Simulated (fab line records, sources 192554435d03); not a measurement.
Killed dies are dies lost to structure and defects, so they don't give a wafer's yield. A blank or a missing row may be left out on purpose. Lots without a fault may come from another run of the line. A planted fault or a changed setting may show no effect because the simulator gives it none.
Problem report in the 8D (eight disciplines) form, filled by code | flow n5_finfet | the parts of the form that need people (team, actions taken, sign-off) are left out

1. THE PROBLEM
etch_rf_on_time_s at N5_BEOL_M1_ETCH_74 reads a mean of 6.48 s on 2 wafers of 1 lot; wafers without a fault read 5.13 s with a standard deviation of 0.2. That is +6.8 standard deviations from the usual mean.
The step: etches underlayer in N2/H2, target depth 6.5 nm, time 5.2 s.
First seen on wafer L606.5, day 10 01:15, on rie_diel-05. The record holds 30 wafers of 10 lots with a number at this step. Rule for "out", or "out of limits": more than 4 standard deviations from the usual mean. The other wafers with a number count as sound.

2. WHAT IT IS AND WHAT IT IS NOT
question                    | is                | is not
which readings at this step | etch_rf_on_time_s | drypump_motor_current_A, oes_product_au, rf_vpp_V, showerhead_plenum_p_Torr, throttle_valve_pct
which lots                  | L606              | L593, L594, L595, L596, L599, L608, L609, L610, L612
which wafers of those lots  | L606.5, L606.6    | L606.4
read on which tools         | rie_diel-05       | rie_diel-01, rie_diel-03
when                        | from day 10 01:15 | up to then (16 sound wafers); but 12 sound wafers of L608, L609, L610, L612 came after

3. SUSPECTS, AND WHAT RULES EACH OUT
Counting: a tool at a process step up to the reading stays a suspect if it ran every lot that is out. Sound lots after the first of them don't rule it out here, since some wafers of a struck lot are sound.
- pvd_sputter-03 at N5_BEOL_M0_ANNEAL_133 (time 60 s): kept. It ran the lot that is out, L606 (day 9 22:48); its last sound lot up to then is L595 (day 7 06:38).
- pecvd-01 at N5_BEOL_M0_DEP_125 (deposits SiCN from 3MS/NH3, target thk 8 nm, time 14 s): kept. It ran the lot that is out, L606 (day 10 00:02); its last sound lot up to then is L595 (day 7 07:46).
- rie_diel-05 at N5_BEOL_M1_ETCH_74 (etches underlayer in N2/H2, target depth 6.5 nm, time 5.2 s): kept. It ran the lot that is out, L606 (day 10 01:15); its last sound lot up to then is L599 (day 8 10:57). Its own readings are out on those wafers: etch_rf_on_time_s.
- Within rie_diel-05 at N5_BEOL_M1_ETCH_74: the wafers that are out ran in chambers 1, 2; their sound lot-mates ran in chamber 0.
Left after counting: pvd_sputter-03 at N5_BEOL_M0_ANNEAL_133, pecvd-01 at N5_BEOL_M0_DEP_125, rie_diel-05 at N5_BEOL_M1_ETCH_74.

4. THE CAUSE (what the simulator had put in)
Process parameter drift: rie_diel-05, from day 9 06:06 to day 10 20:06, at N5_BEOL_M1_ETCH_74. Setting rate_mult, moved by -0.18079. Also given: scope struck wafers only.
Counting left 3 suspects, and this tool is among them.

5. THE CHAIN OF EFFECTS, in route order
Each row: a reading whose mean over the struck wafers that have a number lies more than 3 standard deviations from the usual. Only readings for which the record gives a usual standard deviation are gone through. hours: the time from each lot's start at the first step in this table that gives one to its start at this step, as a median over the lots. sigmas: the change in usual standard deviations.
hours | step               | reading           | usual  | on struck wafers | change | sigmas
0     | N5_BEOL_M1_ETCH_74 | etch_rf_on_time_s | 5.13 s | 6.48             | +1.35  | +6.8
The process steps in it:
- N5_BEOL_M1_ETCH_74: etches underlayer in N2/H2, target depth 6.5 nm, time 5.2 s.
Later measuring or inspecting steps at which every struck wafer that the step has a row for has a number for every such reading, and none has moved that far: N5_BEOL_M4_RC_MEAS_101.

6. WHAT WOULD HAVE CAUGHT IT SOONER
In this record the first reading out of limits was taken at day 10 01:15, 19 hours after the fault began at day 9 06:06.
